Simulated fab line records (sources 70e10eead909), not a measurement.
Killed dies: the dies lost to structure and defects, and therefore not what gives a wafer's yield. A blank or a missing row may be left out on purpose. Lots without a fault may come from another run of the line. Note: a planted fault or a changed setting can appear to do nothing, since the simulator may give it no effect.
Which tool is to blame? + flow nand_harc + Sampling: 6 lots, 18 wafers, 5 of 1159 route steps

WHAT EACH GAUGE READ, for each wafer
NHARC_END_SORT_01.
| lot  | measured     | on        | killed_at_array |
|------|--------------|-----------|-----------------|
| L713 | day 22 22:05 | prober-02 | 33 37 41        |
| L718 | day 24 05:43 | prober-02 | 518 526 532     |
| L724 | day 25 18:10 | prober-02 | 32 36 30        |

TOOL THAT RAN EACH LOT (tool first, then ch and the chambers of the sampled wafers, then the start)
| lot  | NHARC_A_STAIRCASE_CMP_152     | NHARC_A_STAIRCASE_ETCHBACK_157     | NHARC_A_STAIRCASE_CMP_472     | NHARC_A_SGD_CUT_DEP_00          |
|------|-------------------------------|------------------------------------|-------------------------------|---------------------------------|
| L703 | cmp-01 ch 0,3, day 14 09:57   | rie_diel-07 ch 0,1, day 14 10:46   | cmp-01 ch 1,2, day 14 12:41   | pecvd-03 ch 0,1,2, day 14 13:04 |
| L710 | cmp-03 ch 1,2, day 16 06:03   | rie_diel-01 ch 0,1,2, day 16 06:55 | cmp-01 ch 1,2,3, day 16 07:27 | pecvd-02 ch 0,1,2, day 16 07:53 |
| L713 | cmp-01 ch 0,2,3, day 17 08:48 | rie_diel-11 ch 1,2,3, day 17 09:40 | cmp-02 ch 2,3, day 17 10:10   | pecvd-02 ch 0,2, day 17 10:35   |
| L718 | cmp-02 ch 0,2,3, day 18 09:44 | rie_diel-11 ch 1,2,3, day 18 10:34 | cmp-02 ch 0,1,2, day 18 11:16 | pecvd-03 ch 1,2, day 18 11:45   |
| L722 | cmp-01 ch 0,1,2, day 18 19:17 | rie_diel-01 ch 0,3, day 18 20:06   | cmp-03 ch 0,1, day 18 20:49   | pecvd-03 ch 0,1,2, day 18 21:31 |
| L724 | cmp-01 ch 0,1,2, day 18 20:52 | rie_diel-01 ch 0,1,3, day 18 21:40 | cmp-03 ch 0,1,3, day 18 22:35 | pecvd-03 ch 0,2, day 18 22:59   |
- NHARC_A_STAIRCASE_CMP_152: polishes.
- NHARC_A_STAIRCASE_ETCHBACK_157: etches the open film in CH3F/O2, target depth 90 nm, time 167.14 s.
- NHARC_A_STAIRCASE_CMP_472: polishes SiO2.
- NHARC_A_SGD_CUT_DEP_00: deposits SiNx, target thk 50 nm.

THE ANSWER, worked out from the rows above alone
Rule: what is usual is taken from the lots themselves. The widest of any qualifying gaps counts: lots, ordered by their means at a reading, are off when they make up no more than a third of the lots, leave a main group of 4 or more, and stand apart from it by 3 or more times the standard deviation of that group's means. The tables above print the reading to a certain number of digits; a main group whose means all agree to those digits is not used. A lot without any number at a reading at which 4 lots or more have one is off too. Where the step has rows for the other lots, those lots are counted as sound.
Nothing can be told from this: no lot is off at any reading shown.

WHAT THE SIMULATOR PUT IN
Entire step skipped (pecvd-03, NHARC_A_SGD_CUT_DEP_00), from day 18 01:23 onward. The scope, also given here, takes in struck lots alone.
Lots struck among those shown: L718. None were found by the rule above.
